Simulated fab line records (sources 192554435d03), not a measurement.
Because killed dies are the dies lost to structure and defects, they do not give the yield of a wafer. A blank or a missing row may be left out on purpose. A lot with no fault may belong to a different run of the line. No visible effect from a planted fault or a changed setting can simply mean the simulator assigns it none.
Which tool did it? -- flow n5_finfet -- at 1 step of a route of 1938, 12 lots with 36 wafers sampled

WHAT THE GAUGES SHOWED, per wafer
N5_HKMG_FIN_INSPECT_61: inspects for defects (macro).
lot,measured,on,raw_defect_count
L075,day 4 03:44,defect_inspect-02,0 3 5
L077,day 4 15:52,defect_inspect-01,1 2 1
L079,day 5 07:26,defect_inspect-02,1 2 0
L081,day 5 17:36,defect_inspect-02,2 4 2
L083,day 6 02:58,defect_inspect-02,2 1 4
L085,day 6 19:29,defect_inspect-01,0 3 2
L087,day 7 03:19,defect_inspect-02,0 3 4
L089,day 7 15:57,defect_inspect-01,4 0 1
L091,day 8 05:16,defect_inspect-02,2 4 1
L093,day 8 16:43,defect_inspect-02,3 1 2
L095,day 9 07:40,defect_inspect-01,1 3 2
L097,day 9 19:01,defect_inspect-01,1 3 2

WHAT TOOL EACH LOT RAN ON (gives the tool, then ch and the chambers of the sampled wafers, and finally the start)
No process step before these readings appears in the record.

THE ANSWER, worked out from the rows above alone
Rule: usual is defined by the lots themselves. The widest of any qualifying gaps counts: lots, ordered by their means at a reading, are off when they make up no more than a third of the lots, leave a main group of 4 or more, and stand apart from it by 3 or more times the standard deviation of that group's means. A main group is skipped when, at the precision printed for the reading in the tables above, its means are all equal. A lot without any number at a reading at which 4 lots or more have one is off too. Where the step has rows for the other lots, those lots are counted as sound.
No lot is off on any of the readings shown, so nothing can be concluded from this.

WHAT THE SIMULATOR PUT IN
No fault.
